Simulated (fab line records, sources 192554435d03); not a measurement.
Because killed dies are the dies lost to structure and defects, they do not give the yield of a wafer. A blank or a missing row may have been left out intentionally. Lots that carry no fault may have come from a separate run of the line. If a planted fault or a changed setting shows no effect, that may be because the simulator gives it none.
Comparing a struck lot with a sound one || flow n5_finfet || 16 out of 1938 route steps
Sound: these wafers, L837.2, L837.3, L837.4. Wafers L843.1, L843.2, L843.5 were the ones struck. The cause is named last.
Per side, at each step with rows, come the tool, then ch with its chambers, and then its first start. Under that, the readings that differ: sound wafers || struck wafers || difference of the means || sigmas: that difference in standard deviations of wafers without a fault.
alike: a reading whose means differ by less than 2 such deviations, as well as words and numbers matching on both sides. not compared: withheld readings; readings where some wafer has no value; bounds like >300 that might hide an equal value; numbers whose values overlap and for which the record gives no deviation.
A row with sigmas, a row that says differs or no value, or rows on one side alone: a step with any of these is where the two part. Numbers that don't overlap but have no deviation are shown without sigmas and don't part them. A reading missing from all wafers of one side parts the sides only when that side holds two or more wafers.

N5_BEOL_M3_SURFACE_TREAT_85:
  struck on pvd_sputter-03, day 11 16:14; sound on pvd_sputter-01, day 10 01:56
  not compared: throttle_valve_pct
then, 2 steps without rows for these wafers: N5_BEOL_M3_CVD_47 (deposits Co from CCTBA/H2, target thk 3 nm, time 223.8 s); N5_BEOL_M3_SPUTTER_48 (material Cu, target thk 4.5 nm, time 8.29 s).
N5_BEOL_M3_ANNEAL_49: time 240 s.
  struck on pvd_sputter-01, day 11 16:35; sound on pvd_sputter-01, day 10 02:15
  alike: heater_power_w
then, 1 step without rows for these wafers: N5_BEOL_M3_SPUTTER_79 (material Cu, target thk 4.5 nm, time 8.29 s).
N5_BEOL_M3_ANNEAL_80: time 240 s.
  struck on pvd_sputter-01, day 11 16:48; sound on pvd_sputter-01, day 10 02:28
  alike: heater_power_w
then, 1 step without rows for these wafers: N5_BEOL_M3_SPUTTER_81 (material Cu, target thk 4.5 nm, time 8.29 s).
N5_BEOL_M3_ANNEAL_82: time 240 s.
  struck on pvd_sputter-01, day 11 17:01; sound on pvd_sputter-01, day 10 02:41
  alike: heater_power_w
N5_BEOL_M3_SPUTTER_86: material Cu, target thk 4.5 nm, time 8.29 s.
  struck on pvd_sputter-01, day 11 17:10; sound on pvd_sputter-01, day 10 02:50
  alike: chamber_pressure_pa, chuck_gas_flow_sccm, throttle_valve_pct
then, 3 steps without rows for these wafers: N5_BEOL_M3_ANNEAL_87 (time 240 s); N5_BEOL_M3_SPUTTER_88 (material Cu, target thk 4.5 nm, time 8.29 s); N5_BEOL_M3_ANNEAL_89 (time 240 s).
N5_BEOL_M3_SPUTTER_90: material Cu, target thk 4.5 nm, time 8.29 s.
  struck on pvd_sputter-01, day 11 17:36; sound on pvd_sputter-01, day 10 03:16
  no value came back on the struck wafers for chamber_pressure_pa (Pa), chuck_gas_flow_sccm (sccm), throttle_valve_pct (%); on the sound wafers chamber_pressure_pa (Pa) reads 0.06984 0.07002 0.07006
then, 1 step without rows for these wafers: N5_BEOL_M3_ANNEAL_91 (time 240 s).
N5_BEOL_M4_RC_MEAS_101:
  sound on prober-02 ch 0, day 10 17:53; struck on prober-01 ch 0, day 12 03:33
  alike: DIBL_N, DIBL_P, IOFF_N, IOFF_P, ION_N, ION_P, SS_N, SS_P, VT_N, VT_P
-- here the record skips 5 days between the struck wafers' starts before and after, leaving off in module BEOL_M4 and picking up in module PASSIVATION (first step shown: number 1936 of the route) --
N5_PASSIVATION_PROBE_49:
  struck on prober-02, day 17 03:38; sound on prober-01, day 15 11:58
  alike: defect_limited_yield, killed_at_M0_to_M3, killed_at_M4_up, killed_at_contacts, killed_at_front_end, killed_at_other, killed_dies, killed_open, killed_short, sort_bin_5_function, sort_bin_6_memory, sort_bin_8_speed, sort_n_pass, sort_yield_pct

WHERE THEY PART
Only at N5_BEOL_M3_SPUTTER_90, as far as this record shows. Later steps at which nothing parts them and some readings are alike: N5_BEOL_M4_RC_MEAS_101, N5_PASSIVATION_PROBE_49.

WHY: what the simulator had put in
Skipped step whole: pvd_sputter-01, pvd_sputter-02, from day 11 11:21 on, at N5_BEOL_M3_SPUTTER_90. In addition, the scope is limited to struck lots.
